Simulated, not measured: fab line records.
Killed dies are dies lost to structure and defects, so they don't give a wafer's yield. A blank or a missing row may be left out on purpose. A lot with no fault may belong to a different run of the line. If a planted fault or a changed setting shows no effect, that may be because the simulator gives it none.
fab line records ; flow n5-finfet
record: lots: 9; wafers: 27; last-day: 21
route steps=1938 shown PMOS_HMC_CHANNEL_EPI@66 BEOL_M4@1111
lots with no fault: from the same line, run without faults
start-h: start of the lot's first displayed wafer, in hours after the record's first day ; wait-h: hours elapsed since this lot's preceding step ; " the same as in the row above ; L1.1+2: several wafers, shown together as one row ; - no value, or no start given ; * or withheld: withheld ; < > ~ a bound
route shown NAME@n: NAME is a module with steps in the file, n the number in the route of the first one ; usual: mean/standard deviation taken from wafers without a fault ; same: alike in all rows ; chamber/n: place in a boat ; sites: each site's reading ; _std_site: the values' standard deviation ; _edge_site: outer sites' mean less inner sites' ; radius-mm: for every site, how far away it sits from the centre of the wafer ; mask NAME#n: copy n ; behind: the tool/chamber that last shaped the wafer ; hold: cause of the lot's hold/its duration in hours/its outcome ; device: transistor that didn't switch, given as n, p or np ; end of line: the tests these same wafers got at the end of their route ; for a step that has no rows: nothing shown but its recipe ; killed: count of dies lost to structure and defects at first sort (not the wafer's yield) ; map: dies across one wafer; x = killed, . = not, _ = none there
set.NAME: the setting that was run; set.NAME@STEP: the one run at that earlier step ; model.NAME: the simulator's own value behind a step, which no gauge read
a sample of lots followed through the steps of the route, with each step as a table and each wafer as a row
services: when a tool's chamber went out of use (start-h, in hours from the record's first day, below 0 if earlier), for how many hours, and the reason
== steps ==
step: N5_PMOS_HMC_CHANNEL_EPI_OVL_MEAS_10
recipe: points-per-wafer: 44
usual: PMOS_HMC_BLK_OVL: 0.0/0.6
lot.wafer;tool;chamber;start-h;wait-h;PMOS_HMC_BLK_OVL[nm]
L819.2;overlay-02;0;23.58;0.0;0.5
L819.4;overlay-02;0;23.58;0.0;0.0
L819.5;overlay-02;0;23.58;0.0;1.1
L820.4;overlay-01;0;29.54;0.0;0.1
L820.5;overlay-01;0;29.54;0.0;0.9
L820.6;overlay-01;0;29.54;0.0;0.0
L824.3;overlay-02;0;53.14;0.0;0.6
L824.4;overlay-02;0;53.14;0.0;0.8
L824.5;overlay-02;0;53.14;0.0;0.5
L825.1;overlay-02;0;59.44;0.0;-0.8
L825.2;overlay-02;0;59.44;0.0;0.1
L825.4;overlay-02;0;59.44;0.0;-0.3
L832.2;overlay-02;0;101.45;0.0;-0.9
L832.5;overlay-02;0;101.45;0.0;-1.2
L832.6;overlay-02;0;101.45;0.0;-0.4
L833.1;overlay-01;0;107.56;0.0;-0.8
L833.2;overlay-01;0;107.56;0.0;-1.2
L833.3;overlay-01;0;107.56;0.0;0.0
L834.3;overlay-01;0;113.52;0.0;0.0
L834.5;overlay-01;0;113.52;0.0;0.2
L834.6;overlay-01;0;113.52;0.0;0.0
L835.1;overlay-02;0;119.63;0.0;0.5
L835.2;overlay-02;0;119.63;0.0;-0.9
L835.3;overlay-02;0;119.63;0.0;0.9
L840.3;overlay-02;0;149.94;0.0;-0.5
L840.4;overlay-02;0;149.94;0.0;-0.9
L840.6;overlay-02;0;149.94;0.0;0.1
step: N5_PMOS_HMC_CHANNEL_EPI_HM_OPEN_15
recipe: chemistry: CHF3/O2; target: SiO2; mask-material: CAR-ArF-block; target-depth-a: 406; CHF3_flow_sccm: 50; O2_flow_sccm: 5; Ar_flow_sccm: 200; time-s: 20.3; pressure-mtorr: 30; source-w: 650; bias-w: 170; ion-energy-ev: 200
usual: O2_flow_sccm: 5.001/0.015; drypump-motor-current-A: 5.8/0.39; oes-product-au: 0.80/0.092; rf-vpp-V: 521/6.1; showerhead-plenum-p-Torr: 2.41/0.074; throttle-valve-pct: 18.89/0.2
lot.wafer;tool;chamber;start-h;wait-h;O2_flow_sccm;drypump-motor-current-A;oes-product-au;rf-hours-counter-h;rf-vpp-V;showerhead-plenum-p-Torr;throttle-valve-pct
L819.2;rie-diel-06;0;23.84;0.0;4.999;6.5;0.81;98;528;2.53;18.78
L819.4;rie-diel-06;3;23.84;0.0;4.995;5.8;0.71;187;515;2.30;18.71
L819.5;rie-diel-06;3;23.84;0.0;5.014;5.8;0.72;-;517;2.30;18.71
L820.4;rie-diel-01;2;29.68;0.0;5.003;5.7;0.89;24;529;2.46;19.00
L820.5;rie-diel-01;1;29.68;0.0;5.009;5.6;0.75;-;519;2.30;19.09
L820.6;rie-diel-01;0;29.68;0.0;4.971;5.4;0.70;-;519;2.39;19.21
L824.3;rie-diel-06;0;53.27;0.0;5.001;6.5;0.81;106;527;2.52;18.81
L824.4;rie-diel-06;1;53.27;0.0;4.985;6.3;0.67;230;515;2.38;19.29
L824.5;rie-diel-06;0;53.27;0.0;5.025;6.5;0.80;-;527;2.52;18.79
L825.1;rie-diel-06;0;59.57;0.0;5.005;6.5;0.81;109;528;2.52;18.80
L825.2;rie-diel-06;2;59.57;0.0;4.993;5.5;0.85;70;520;2.45;18.76
L825.4;rie-diel-06;1;59.57;0.0;4.994;6.3;0.67;232;514;2.38;19.28
L832.2;rie-diel-03;0;101.59;0.0;4.994;6.0;0.92;15;529;2.37;18.96
L832.5;rie-diel-03;1;101.59;0.0;5.012;5.2;0.71;-;531;2.49;18.68
L832.6;rie-diel-03;0;101.59;0.0;4.995;6.0;0.93;-;530;2.37;18.97
L833.1;rie-diel-01;0;108.00;0.0;5.007;5.4;0.69;244;519;2.38;19.23
L833.2;rie-diel-01;1;108.00;0.0;5.035;5.6;0.73;212;521;2.29;19.15
L833.3;rie-diel-01;2;108.00;0.0;5.035;5.7;0.85;50;530;2.45;19.04
L834.3;rie-diel-06;3;113.65;0.0;4.988;5.8;0.70;212;515;2.29;18.75
L834.5;rie-diel-06;0;113.65;0.0;5.006;6.5;0.79;-;527;2.52;18.82
L834.6;rie-diel-06;1;113.65;0.0;4.994;6.3;0.66;-;513;2.38;19.31
L835.1;rie-diel-01;3;119.76;0.0;4.999;6.1;0.96;7;515;2.46;18.66
L835.2;rie-diel-01;0;119.76;0.0;5.005;5.4;0.68;248;518;2.38;19.25
L835.3;rie-diel-01;1;119.76;0.0;4.967;5.6;0.71;215;518;2.29;19.16
L840.3;rie-diel-03;3;150.08;0.0;5.006;6.2;0.83;85;516;2.34;18.68
L840.4;rie-diel-03;1;150.08;0.0;5.011;5.2;0.71;212;530;2.48;18.73
L840.6;rie-diel-03;1;150.08;0.0;5.021;5.2;0.70;-;531;2.48;18.73
step: N5_PMOS_HMC_CHANNEL_EPI_FIN_RECESS_16
recipe: chemistry: HBr/Cl2; target: Si; mask-material: SiO2; target-depth-a: 540; time-s: 18; pressure-mtorr: 10; icp-w: 800; bias-w: 75; HBr_flow_sccm: 150; Cl2_flow_sccm: 80
usual: HBr_flow_sccm: 150.0/0.4; drypump-motor-current-A: 5.7/0.44; oes-product-au: 1.000/0.018; throttle-valve-pct: 35.28/0.23
lot.wafer;tool;chamber;start-h;wait-h;HBr_flow_sccm;drypump-motor-current-A;oes-product-au;rf-hours-counter-h;throttle-valve-pct
L819.2;rie-si-06;1;24.22;0.0;150.4;6.1;0.990;48;35.35
L819.4;rie-si-06;0;24.22;0.0;150.6;5.6;0.981;59;35.64
L819.5;rie-si-06;0;24.22;0.0;150.0;5.6;0.981;-;35.63
L820.4;rie-si-06;1;30.06;0.0;149.4;6.1;0.984;48;35.35
L820.5;rie-si-06;1;30.06;0.0;149.6;6.1;0.986;-;35.35
L820.6;rie-si-06;2;30.06;0.0;149.8;6.2;0.983;-;34.90
L824.3;rie-si-02;2;53.66;0.0;150.1;5.9;1.023;169;34.98
L824.4;rie-si-02;3;53.66;0.0;149.6;4.9;0.998;26;35.43
L824.5;rie-si-02;2;53.66;0.0;150.0;6.0;1.014;-;34.98
L825.1;rie-si-04;2;59.95;0.0;149.8;5.0;1.021;82;35.39
L825.2;rie-si-04;1;59.95;0.0;150.2;6.2;1.006;113;35.09
L825.4;rie-si-04;0;59.95;0.0;150.0;5.3;1.007;8;35.16
L832.2;rie-si-02;1;102.00;0.0;150.1;5.4;1.032;36;35.08
L832.5;rie-si-02;2;102.00;0.0;150.4;6.0;1.014;-;35.00
L832.6;rie-si-02;1;102.00;0.0;150.0;5.4;1.035;-;35.10
L833.1;rie-si-06;1;108.40;0.0;149.6;6.1;0.985;50;35.36
L833.2;rie-si-06;0;108.40;0.0;149.1;5.6;0.977;61;35.65
L833.3;rie-si-06;2;108.40;0.0;149.9;6.2;0.978;88;34.92
L834.3;rie-si-04;3;114.05;0.0;149.4;5.3;0.999;167;35.43
L834.5;rie-si-04;2;114.05;0.0;150.0;5.0;1.036;-;35.38
L834.6;rie-si-04;1;114.05;0.0;150.4;6.2;1.012;-;35.09
L835.1;rie-si-06;0;120.16;0.0;150.4;5.7;0.979;61;35.65
L835.2;rie-si-06;2;120.16;0.0;149.7;6.1;0.978;88;34.91
L835.3;rie-si-06;3;120.16;0.0;149.8;5.9;1.010;134;35.40
L840.3;rie-si-02;2;150.47;0.0;150.4;6.0;1.015;171;34.97
L840.4;rie-si-02;0;150.47;0.0;150.3;5.7;1.012;99;35.52
L840.6;rie-si-02;2;150.47;0.0;150.3;6.0;1.008;-;34.98
step: N5_PMOS_HMC_CHANNEL_EPI_THK_MEAS_22
recipe: reads: SiGe30_of_PMOS_HMC_CHANNEL_EPI_EPI_20
usual: HMC_CMP_THK: 54.1/0.72
lot.wafer;tool;chamber;start-h;wait-h;HMC_CMP_THK[nm]
L819.2;film-metro-01;-;26.02;-;53.7
L819.4;film-metro-01;-;26.02;-;54.5
L819.5;film-metro-01;-;26.02;-;54.6
L820.4;film-metro-02;-;31.99;-;53.5
L820.5;film-metro-02;-;31.99;-;53.3
L820.6;film-metro-02;-;31.99;-;54.6
L824.3;film-metro-02;-;55.46;-;55.0
L824.4;film-metro-02;-;55.46;-;54.5
L824.5;film-metro-02;-;55.46;-;54.6
L825.1;film-metro-02;-;61.76;-;54.3
L825.2;film-metro-02;-;61.76;-;52.8
L825.4;film-metro-02;-;61.76;-;53.9
L832.2;film-metro-01;-;104.20;-;55.1
L832.5;film-metro-01;-;104.20;-;54.4
L832.6;film-metro-01;-;104.20;-;54.3
L833.1;film-metro-02;-;110.61;-;53.6
L833.2;film-metro-02;-;110.61;-;51.1
L833.3;film-metro-02;-;110.61;-;51.0
L834.3;film-metro-02;-;116.28;-;54.4
L834.5;film-metro-02;-;116.28;-;54.5
L834.6;film-metro-02;-;116.28;-;53.0
L835.1;film-metro-01;-;122.43;-;54.4
L835.2;film-metro-01;-;122.43;-;50.5
L835.3;film-metro-01;-;122.43;-;49.5
L840.3;film-metro-02;-;152.28;-;54.8
L840.4;film-metro-02;-;152.28;-;55.5
L840.6;film-metro-02;-;152.28;-;54.3
step: N5_PMOS_HMC_CHANNEL_EPI_EPI_26
recipe: material: Si; target-thk-a: 38; temp-c: 650; precursor: SiH4/H2; pressure-torr: 20; time-s: 22.7
usual: throttle-valve-pct: 11.4/0.31
lot.wafer;tool;chamber;start-h;wait-h;throttle-valve-pct
L819.2;epi-rpcvd-02;0;26.18;0.1;11.8
L819.4;epi-rpcvd-02;0;26.18;0.1;11.7
L819.5;epi-rpcvd-02;0;26.18;0.1;11.5
L820.4;epi-rpcvd-03;0;32.30;0.2;11.1
L820.5;epi-rpcvd-03;0;32.30;0.2;11.2
L820.6;epi-rpcvd-03;0;32.30;0.2;11.0
L824.3;epi-rpcvd-01;0;55.67;0.1;11.1
L824.4;epi-rpcvd-01;0;55.67;0.1;11.3
L824.5;epi-rpcvd-01;0;55.67;0.1;11.2
L825.1;epi-rpcvd-03;0;61.86;0.0;11.4
L825.2;epi-rpcvd-03;0;61.86;0.0;11.3
L825.4;epi-rpcvd-03;0;61.86;0.0;10.9
L832.2;epi-rpcvd-01;0;104.36;0.1;11.7
L832.5;epi-rpcvd-01;0;104.36;0.1;11.3
L832.6;epi-rpcvd-01;0;104.36;0.1;11.4
L833.1;epi-rpcvd-02;0;110.72;0.0;11.6
L833.2;epi-rpcvd-02;0;110.72;0.0;11.9
L833.3;epi-rpcvd-02;0;110.72;0.0;11.8
L834.3;epi-rpcvd-03;0;116.53;0.2;11.2
L834.5;epi-rpcvd-03;0;116.53;0.2;10.9
L834.6;epi-rpcvd-03;0;116.53;0.2;11.1
L835.1;epi-rpcvd-02;0;122.54;0.0;11.8
L835.2;epi-rpcvd-02;0;122.54;0.0;11.6
L835.3;epi-rpcvd-02;0;122.54;0.0;11.8
L840.3;epi-rpcvd-01;0;152.48;0.1;11.2
L840.4;epi-rpcvd-01;0;152.48;0.1;11.0
L840.6;epi-rpcvd-01;0;152.48;0.1;11.1
step: N5_BEOL_M4_RC_MEAS_101
usual: CJ_P: 5.78/0.15; DIBL_N: 36.3/1.1; DIBL_P: 36.3/1.4; IOFF_N: 0.155/0.019; IOFF_P: 0.211/0.027; ION_N: 672/8.5; ION_P: 462/5.8; SS_N: 71.5/0.56; SS_P: 73.3/0.52; VT_N: 249.9/2.5; VT_P: -249.8/2.8
lot.wafer;tool;chamber;start-h;wait-h;CJ_P;DIBL_N[mV/V];DIBL_P[mV/V];IOFF_N[nA/um];IOFF_P[nA/um];ION_N[uA/um];ION_P[uA/um];SS_N[mV/dec];SS_P[mV/dec];VT_N[mV];VT_P[mV]
L819.2;prober-01;0;210.19;0.2;5.96;37.5;38.2;0.185;0.238;676;460;71.3;74.3;247.9;-248.6
L819.4;prober-01;0;210.19;0.2;5.74;37.8;39.5;0.200;0.248;675;459;73.1;74.2;245.3;-248.1
L819.5;prober-01;0;210.19;0.2;5.73;35.0;35.7;0.143;0.190;670;463;71.3;73.0;250.0;-251.1
L820.4;prober-01;0;228.86;0.5;5.94;35.6;36.9;0.152;0.178;669;451;71.1;73.6;248.7;-253.7
L820.5;prober-01;0;228.86;0.5;6.05;34.9;35.4;0.134;0.170;670;456;71.3;73.3;249.2;-252.4
L820.6;prober-01;0;228.86;0.5;5.73;35.7;35.9;0.153;0.178;671;455;72.0;73.3;251.5;-253.4
L824.3;prober-01;0;257.20;0.3;5.49;38.0;36.8;0.165;0.207;667;454;71.7;73.4;248.1;-253.2
L824.4;prober-01;0;257.20;0.3;5.65;37.0;36.1;0.151;0.196;676;456;70.8;72.4;249.1;-252.9
L824.5;prober-01;0;257.20;0.3;5.53;37.8;36.5;0.166;0.200;680;455;71.3;73.5;249.3;-253.1
L825.1;prober-02;0;289.57;0.0;5.80;36.7;37.0;0.177;0.217;689;466;71.6;74.0;250.4;-248.3
L825.2;prober-02;0;289.57;0.0;6.04;37.7;37.7;0.182;0.223;677;459;72.3;73.2;245.9;-247.1
L825.4;prober-02;0;289.57;0.0;5.83;36.1;34.9;0.156;0.183;670;456;71.0;73.2;249.7;-251.6
L834.3;prober-01;0;351.59;0.3;5.55;35.4;36.2;0.143;0.196;665;461;71.9;73.2;253.8;-252.5
L834.5;prober-01;0;351.59;0.3;5.73;35.7;37.6;0.146;0.219;669;463;71.4;73.5;252.3;-248.9
L834.6;prober-01;0;351.59;0.3;5.80;34.8;35.6;0.134;0.186;658;454;72.3;73.0;252.1;-251.9
L832.2;prober-02;0;355.04;0.2;5.67;36.0;35.6;0.151;0.238;667;468;71.7;73.2;248.3;-246.1
L832.5;prober-02;0;355.04;0.2;5.83;34.5;33.9;0.128;0.210;662;464;70.8;72.8;253.7;-245.9
L832.6;prober-02;0;355.04;0.2;5.77;36.7;36.1;0.169;0.253;682;467;71.6;72.9;245.5;-243.8
L835.1;prober-01;0;376.28;0.0;5.74;36.3;36.6;0.168;0.226;687;470;71.9;73.7;247.1;-248.9
L835.2;prober-01;0;376.28;0.0;6.35;36.7;36.5;0.178;0.225;688;470;71.6;74.0;243.7;-247.3
L835.3;prober-01;0;376.28;0.0;6.54;35.7;35.7;0.158;0.215;690;470;71.9;73.8;247.6;-247.3
L833.1;prober-01;0;391.32;0.0;5.92;35.9;36.9;0.156;0.221;670;460;70.8;73.5;250.6;-248.0
L833.2;prober-01;0;391.32;0.0;6.26;34.9;35.8;0.146;0.197;679;466;71.2;72.9;247.6;-249.9
L833.3;prober-01;0;391.32;0.0;6.23;35.3;36.1;0.161;0.211;665;462;71.5;72.7;248.6;-246.7
L840.3;prober-01;0;401.12;0.3;5.69;35.6;35.2;0.158;0.210;682;464;72.1;73.3;248.2;-248.4
L840.4;prober-01;0;401.12;0.3;5.47;36.3;34.7;0.159;0.200;666;459;72.0;73.4;249.2;-250.9
L840.6;prober-01;0;401.12;0.3;5.57;36.0;35.2;0.158;0.205;675;458;71.3;73.0;249.8;-249.2
== services ==
tool;chamber;start-h;hours;kind
rie-diel-01;-;4.79;1.1;repair
rie-diel-01;2;8.88;3.9;repair
rie-diel-06;2;9.99;2.7;repair
rie-diel-06;3;11.85;5.5;repair
rie-diel-03;-;13.18;14.6;pm
rie-diel-06;-;25.45;0.3;repair
rie-si-02;2;34.85;9.6;repair
rie-diel-01;1;48.99;5.8;repair
rie-si-02;1;70.28;20.1;repair
rie-diel-01;3;77.62;-;clean
rie-diel-01;3;77.62;-;consumable-replace:focus-ring
rie-diel-01;3;77.62;17.9;scheduled-down
rie-diel-01;3;77.62;17.9;vent-cycle
rie-diel-03;-;82.64;0.7;repair
rie-si-04;2;86.80;6.4;repair
rie-si-06;0;89.30;10.1;repair
rie-si-06;3;95.45;8.2;repair
rie-si-04;3;102.90;8.9;repair
rie-diel-03;3;106.94;1.8;repair
rie-diel-06;1;123.02;-;clean
rie-diel-06;1;123.02;-;consumable-replace:focus-ring
rie-diel-06;1;123.02;17.3;scheduled-down
rie-diel-06;1;123.02;17.3;vent-cycle
rie-diel-03;0;125.34;6.0;repair
== key ==
first-sign: step: N5_PMOS_HMC_CHANNEL_EPI_THK_MEAS_22; reading: HMC_CMP_THK; direction: down; sigmas: 5; usual: 54.1; struck: 50.5
effect: step: N5_BEOL_M4_RC_MEAS_101; reading: CJ_P; direction: up; sigmas: 3.8; usual: 5.78; struck: 6.34
met-at N5_PMOS_HMC_CHANNEL_EPI_FIN_RECESS_16
struck-lots L833,L835
struck-wafers L833.2,L833.3,L835.2,L835.3
not-acting-at N5_PMOS_HMC_CHANNEL_EPI_OVL_MEAS_10,N5_PMOS_HMC_CHANNEL_EPI_HM_OPEN_15,N5_PMOS_HMC_CHANNEL_EPI_EPI_26
onset-between 30.06 108.40
fault: kind: process-parameter-drift; tool: rie-si-06; chamber: -; onset-h: 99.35; steps: N5_PMOS_HMC_CHANNEL_EPI_FIN_RECESS_16; channel: time-s; offset: *; shape: step; end-h: 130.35; scope: struck-wafers-only; acts-in: *; stated: *
